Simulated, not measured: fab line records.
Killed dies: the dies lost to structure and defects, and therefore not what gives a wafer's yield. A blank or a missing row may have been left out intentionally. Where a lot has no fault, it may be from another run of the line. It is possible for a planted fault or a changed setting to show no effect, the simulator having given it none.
Which tool did it? + flow n5_finfet + 27 wafers from 9 lots sampled at 6 of the route's 1938 steps

## WHAT THE GAUGES SHOWED, per wafer
N5_BEOL_M0_RS_MEAS_126: measurement is done with a four-point probe. Usual: for M0_RS the level is 0.532 ohm/sq and the standard deviation is 0.017.
| lot  | measured     | on            | M0_RS (ohm/sq)    | flag |
|------|--------------|---------------|-------------------|------|
| L899 | day 6 03:56  | film_metro-01 | 0.571 0.551 0.561 |      |
| L898 | day 6 06:04  | film_metro-02 | 0.502 0.512 0.515 |      |
| L903 | day 7 07:34  | film_metro-02 | 0.532 0.529 0.531 |      |
| L910 | day 9 06:45  | film_metro-01 | 0.523 0.527 0.507 |      |
| L913 | day 9 15:58  | film_metro-01 | 0.552 0.519 0.529 |      |
| L914 | day 9 23:55  | film_metro-01 | 0.510 0.503 0.514 |      |
| L915 | day 10 06:47 | film_metro-02 | 0.531 0.532 0.533 |      |
| L916 | day 10 15:49 | film_metro-02 | 0.528 0.523 0.521 |      |
| L920 | day 11 17:12 | film_metro-02 | 0.558 0.539 0.517 |      |

N5_BEOL_M1_INSPECT_13: inspects for defects (brightfield). Usual: raw_defect_count at 373, with a standard deviation of 77.
| lot  | measured     | on                | raw_defect_count | flag |
|------|--------------|-------------------|------------------|------|
| L899 | day 6 05:22  | defect_inspect-01 | 370 336 334      |      |
| L898 | day 6 08:29  | defect_inspect-01 | 325 258 243      |      |
| L903 | day 7 08:16  | defect_inspect-02 | 558 440 385      |      |
| L910 | day 9 07:57  | defect_inspect-02 | 360 1695 1720    | OFF  |
| L913 | day 9 17:14  | defect_inspect-02 | 513 414 583      |      |
| L914 | day 10 01:32 | defect_inspect-02 | 350 1438 296     | OFF  |
| L915 | day 10 07:49 | defect_inspect-02 | 395 486 433      |      |
| L916 | day 10 17:01 | defect_inspect-01 | 329 337 574      |      |
| L920 | day 11 17:58 | defect_inspect-01 | 244 408 328      |      |

N5_BEOL_M4_RC_MEAS_101. Usual: DIBL_N 36.4 mV/V, standard deviation 1.4; DIBL_P 36.3 mV/V, standard deviation 1.5; IOFF_N 0.162 nA/um, standard deviation 0.023; IOFF_P 0.211 nA/um, standard deviation 0.027; ION_N 676 uA/um, standard deviation 9.7; ION_P 463 uA/um, standard deviation 6.4; SS_N 71.5 mV/dec, standard deviation 0.5; SS_P 73.3 mV/dec, standard deviation 0.6; VT_N 249.3 mV, standard deviation 2.5; VT_P -249.9 mV, standard deviation 2.8.
| lot  | measured     | on        | DIBL_N (mV/V)  | DIBL_P (mV/V)  | IOFF_N (nA/um)    | IOFF_P (nA/um)    | ION_N (uA/um) | ION_P (uA/um) | SS_N (mV/dec)  | SS_P (mV/dec)  | VT_N (mV)         | VT_P (mV)            | flag |
|------|--------------|-----------|----------------|----------------|-------------------|-------------------|---------------|---------------|----------------|----------------|-------------------|----------------------|------|
| L899 | day 7 19:14  | prober-02 | 37.8 37.2 38.0 | 35.0 35.9 36.3 | 0.163 0.155 0.161 | 0.205 0.225 0.222 | 663 672 664   | 456 466 457   | 72.0 71.1 71.8 | 73.1 72.1 73.2 | 250.6 249.4 250.6 | -251.6 -249.4 -248.1 |      |
| L898 | day 8 03:00  | prober-02 | 38.5 37.3 37.8 | 37.2 36.1 36.4 | 0.193 0.166 0.186 | 0.238 0.221 0.228 | 675 675 676   | 461 467 459   | 72.4 71.7 72.4 | 73.6 73.4 74.0 | 249.0 249.5 248.0 | -247.1 -250.3 -248.3 |      |
| L903 | day 9 03:29  | prober-01 | 37.1 35.7 36.9 | 37.2 35.8 37.4 | 0.183 0.159 0.177 | 0.225 0.202 0.217 | 700 688 693   | 469 467 467   | 71.8 71.3 71.5 | 73.9 73.1 74.4 | 247.9 246.8 248.6 | -248.5 -252.4 -251.1 |      |
| L910 | day 10 21:04 | prober-02 | 37.0 37.2 37.8 | 36.7 38.1 37.9 | 0.177 0.190 0.192 | 0.185 0.202 0.205 | 682 687 686   | 456 458 459   | 71.9 71.6 71.6 | 73.0 74.1 73.4 | 247.8 247.5 244.2 | -255.2 -252.1 -253.5 |      |
| L913 | day 11 14:55 | prober-01 | 35.0 35.0 35.4 | 35.2 35.0 35.9 | 0.154 0.155 0.172 | 0.215 0.213 0.230 | 688 680 681   | 472 469 466   | 71.2 70.3 71.2 | 74.1 73.4 73.5 | 246.0 250.0 244.4 | -248.1 -248.0 -247.5 |      |
| L914 | day 12 08:04 | prober-02 | 36.4 38.5 36.7 | 35.6 38.1 36.1 | 0.141 0.177 0.150 | 0.203 0.247 0.213 | 683 692 676   | 470 472 467   | 71.8 71.7 72.1 | 73.0 73.6 72.8 | 250.3 246.2 248.3 | -251.5 -246.2 -247.7 |      |
| L915 | day 11 22:46 | prober-02 | 34.5 36.7 37.1 | 34.5 37.4 37.9 | 0.114 0.153 0.167 | 0.160 0.189 0.222 | 675 671 683   | 458 455 460   | 70.7 71.2 71.2 | 72.1 73.1 73.3 | 257.0 250.9 250.9 | -254.2 -253.6 -250.4 |      |
| L916 | day 12 05:59 | prober-02 | 40.7 37.8 38.3 | 39.0 36.8 36.3 | 0.230 0.179 0.175 | 0.267 0.214 0.209 | 675 682 669   | 460 466 454   | 72.9 71.9 72.8 | 74.4 74.1 73.3 | 247.4 247.4 249.5 | -248.4 -249.9 -248.8 |      |
| L920 | day 13 08:16 | prober-01 | 36.9 40.8 38.4 | 36.1 42.2 38.3 | 0.163 0.254 0.188 | 0.192 0.309 0.240 | 676 706 699   | 459 473 472   | 71.7 72.2 71.9 | 73.5 75.0 74.3 | 249.4 244.1 248.1 | -251.9 -243.8 -250.8 |      |

## TOOL THAT RAN EACH LOT (tool first, then ch and the chambers of the sampled wafers, then the start)
| lot  | N5_BEOL_M0_SURFACE_TREAT_137 | N5_BEOL_M1_PECVD_72             | N5_BEOL_M1_STRIP_19                |
|------|------------------------------|---------------------------------|------------------------------------|
| L899 | pvd_sputter-01, day 6 02:17  | pecvd-02 ch 0,1,2, day 6 04:07  | rie_diel-05 ch 0,3, day 6 05:48    |
| L898 | pvd_sputter-02, day 6 02:40  | pecvd-02 ch 0,2, day 6 06:13    | rie_diel-03 ch 1,2,3, day 6 08:53  |
| L903 | pvd_sputter-02, day 7 05:58  | pecvd-03 ch 0,1, day 7 07:43    | rie_diel-05 ch 0,1, day 7 08:41    |
| L910 | pvd_sputter-02, day 9 04:27  | pecvd-01 ch 1,2, day 9 06:55    | rie_diel-05 ch 1,2,3, day 9 08:20  |
| L913 | pvd_sputter-02, day 9 14:13  | pecvd-02 ch 0,1,2, day 9 16:08  | rie_diel-03 ch 0,1,2, day 9 17:37  |
| L914 | pvd_sputter-03, day 9 22:18  | pecvd-01 ch 0,1,2, day 10 00:05 | rie_diel-03 ch 0,1,2, day 10 02:05 |
| L915 | pvd_sputter-01, day 10 05:02 | pecvd-03 ch 0,2, day 10 06:57   | rie_diel-05 ch 0,3, day 10 08:13   |
| L916 | pvd_sputter-03, day 10 13:22 | pecvd-03 ch 0,1,2, day 10 15:59 | rie_diel-05 ch 0,1,2, day 10 17:29 |
| L920 | pvd_sputter-02, day 11 14:52 | pecvd-03 ch 0,1,2, day 11 17:24 | rie_diel-01 ch 0,2,3, day 11 19:01 |
- N5_BEOL_M0_SURFACE_TREAT_137
- N5_BEOL_M1_PECVD_72: deposits SiO2 from TEOS/O2, target thk 16 nm, time 18 s.
- N5_BEOL_M1_STRIP_19: strips in O2.

## WHAT THE TOOLS THEMSELVES READ (means of the sampled wafers that have a number; where no wafer has one, the mark that the record gives instead)
N5_BEOL_M1_PECVD_72. Usual: heater_power_w 772 W, standard deviation 68; showerhead_plenum_p_Torr 8.79 Torr, standard deviation 0.056; throttle_valve_pct 22.1 %, standard deviation 0.69.
| lot  | tool     | heater_power_w (W) | showerhead_plenum_p_Torr (Torr) | throttle_valve_pct (%) | flag |
|------|----------|--------------------|---------------------------------|------------------------|------|
| L899 | pecvd-02 | 846                | 8.80                            | 22.4                   |      |
| L898 | pecvd-02 | 882                | 8.85                            | 22.1                   |      |
| L903 | pecvd-03 | 713                | 8.77                            | 22.6                   |      |
| L910 | pecvd-01 | 830                | 8.77                            | 21.3                   |      |
| L913 | pecvd-02 | 756                | 8.80                            | 22.3                   |      |
| L914 | pecvd-01 | 843                | 8.76                            | 21.5                   |      |
| L915 | pecvd-03 | 684                | 8.75                            | 22.7                   |      |
| L916 | pecvd-03 | 737                | 8.81                            | 22.6                   |      |
| L920 | pecvd-03 | 727                | 8.79                            | 22.6                   |      |

N5_BEOL_M1_STRIP_19. Usual: drypump_motor_current_A 5.7 A, standard deviation 0.39; oes_product_au 0.79 a.u., standard deviation 0.069; rf_vpp_V 3.6 V, standard deviation 0.48; showerhead_plenum_p_Torr 2.11 Torr, standard deviation 0.044; throttle_valve_pct 16.7 %, standard deviation 0.31.
| lot  | tool        | drypump_motor_current_A (A) | oes_product_au (a.u.) | rf_vpp_V (V) | showerhead_plenum_p_Torr (Torr) | throttle_valve_pct (%) | flag |
|------|-------------|-----------------------------|-----------------------|--------------|---------------------------------|------------------------|------|
| L899 | rie_diel-05 | 5.6                         | 0.72                  | 3.9          | 2.09                            | 17.1                   |      |
| L898 | rie_diel-03 | 6.0                         | 0.81                  | 3.7          | 2.15                            | 16.6                   |      |
| L903 | rie_diel-05 | 5.9                         | 0.74                  | 3.8          | 2.09                            | 17.0                   |      |
| L910 | rie_diel-05 | 5.5                         | 0.81                  | 3.6          | 2.12                            | 16.8                   |      |
| L913 | rie_diel-03 | 6.0                         | 0.75                  | 3.8          | 2.10                            | 16.6                   |      |
| L914 | rie_diel-03 | 6.0                         | 0.75                  | 3.2          | 2.10                            | 16.6                   |      |
| L915 | rie_diel-05 | 5.6                         | 0.70                  | 3.8          | 2.08                            | 17.1                   |      |
| L916 | rie_diel-05 | 5.6                         | 0.79                  | 3.8          | 2.11                            | 16.7                   |      |
| L920 | rie_diel-01 | 5.5                         | 0.83                  | 3.6          | 2.09                            | 16.5                   |      |

## THE ANSWER, worked out from the rows above alone
Rule: take the mean of a lot's wafers that have a number; if it is more than 3 standard deviations from the usual mean, the lot is off. Also off: a lot with no number at a reading for which 4 or more lots have one. Where the step has rows for the other lots, those lots are counted as sound. After the gauges, taken in route order, come the tools' own readings; for these a lot's mean is taken, as printed above. At the first step where some lot is off, the reading lying furthest off is the one used; lots without a number count as furthest.
Off: L910, L914 (N5_BEOL_M1_INSPECT_13, raw_defect_count).
If a tool, at a process step before that reading, ran all the lots that are off and no sound lot after the first of them, it fits. Gauges at N5_BEOL_M1_INSPECT_13: tried the same way as those tools. One fits: N5_BEOL_M1_PECVD_72 on pecvd-01. It ran no sound lot before its first lot that is off in this sample, so the start can't be narrowed down.
On the lots that are off, the tool's own readings at N5_BEOL_M1_PECVD_72 differ by more than 5 times the standard deviation of the sound lots' means, which bears it out; throttle_valve_pct reads 21.4 % there versus 22.5 % on the sound lots.

## WHAT WAS PUT IN BY THE SIMULATOR
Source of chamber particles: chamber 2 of pecvd-01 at N5_BEOL_M1_PECVD_72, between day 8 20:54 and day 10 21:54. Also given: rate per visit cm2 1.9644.
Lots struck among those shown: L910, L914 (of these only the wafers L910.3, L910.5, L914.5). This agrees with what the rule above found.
